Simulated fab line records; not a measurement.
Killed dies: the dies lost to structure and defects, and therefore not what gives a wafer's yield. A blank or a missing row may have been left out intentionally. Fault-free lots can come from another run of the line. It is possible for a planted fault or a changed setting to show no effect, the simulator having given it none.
The tool behind it: which one? -- flow nandHarc -- 12 lots with 36 wafers sampled at 3 steps, on a route of 1159 steps

## WHAT THE GAUGES SHOWED, per wafer
NHARC_A_SGD_CUT_INSPECT_11.
lot,measured,on,rawDefectCount
L074,day 14 03:10,defectInspect-01,9 4 10
L080,day 14 21:17,defectInspect-02,23 23 26
L078,day 14 21:37,defectInspect-01,20 16 23
L081,day 15 10:56,defectInspect-02,26 23 17
L082,day 15 22:37,defectInspect-02,19 26 29
L086,day 17 00:14,defectInspect-02,7 14 8
L087,day 17 00:39,defectInspect-02,25 26 28
L088,day 17 16:41,defectInspect-01,13 11 13
L091,day 17 21:36,defectInspect-02,31 34 24
L093,day 18 02:43,defectInspect-01,33 29 38
L094,day 18 13:45,defectInspect-01,18 12 7
L097,day 19 23:55,defectInspect-01,10 9 21

## EACH LOT AND THE TOOL THAT RAN IT (in order: tool; ch and the chambers of the sampled wafers; start)
lot,NHARC_A_STAIRCASE_STRIP_446,NHARC_A_SGD_CUT_DEP_00
L074,"plasmaAsher-01 ch 0,1, day 13 23:24","pecvd-01 ch 0,1, day 14 02:19"
L080,"plasmaAsher-02 ch 0,1, day 14 17:42","pecvd-04 ch 0,1, day 14 20:21"
L078,"plasmaAsher-01 ch 0,1, day 14 18:03","pecvd-03 ch 0,1,2, day 14 20:47"
L081,"plasmaAsher-01 ch 0,1, day 15 07:23","pecvd-04 ch 0,1,2, day 15 10:05"
L082,"plasmaAsher-02 ch 0,1, day 15 18:56","pecvd-04 ch 0,2, day 15 21:43"
L086,"plasmaAsher-01 ch 1, day 16 20:34","pecvd-03 ch 0,1,2, day 16 23:25"
L087,"plasmaAsher-02 ch 0,1, day 16 20:52","pecvd-03 ch 0,1,2, day 16 23:48"
L088,"plasmaAsher-01 ch 0,1, day 17 13:07","pecvd-01 ch 1,2, day 17 15:50"
L091,"plasmaAsher-02 ch 0,1, day 17 18:03","pecvd-01 ch 1,2, day 17 20:46"
L093,"plasmaAsher-02 ch 0,1, day 17 23:17","pecvd-01 ch 1,2, day 18 01:59"
L094,"plasmaAsher-02 ch 0,1, day 18 10:08","pecvd-03 ch 1,2, day 18 13:04"
L097,"plasmaAsher-01 ch 1, day 19 20:25","pecvd-01 ch 1,2, day 19 23:04"
- NHARC_A_STAIRCASE_STRIP_446: strips in O2.
- NHARC_A_SGD_CUT_DEP_00: deposits SiNx, target thk 50 nm.

## THE ANSWER, worked out from the rows above alone
Rule: the lots themselves supply what counts as usual. Put in order of their means at a reading, lots are off if they are a third of the lots or fewer, leave a main group of 4 or more, and stand apart from it by a gap of 3 or more times the standard deviation of the main group's means; of several such gaps the widest counts. Not used: any main group whose means are identical at the precision the tables above print for the reading. A lot without any number at a reading at which 4 lots or more have one is off too. Where the step has rows for the other lots, those lots are counted as sound.
No lot is off on any of the readings shown, so nothing can be concluded from this.

## WHAT THE SIMULATOR PUT IN
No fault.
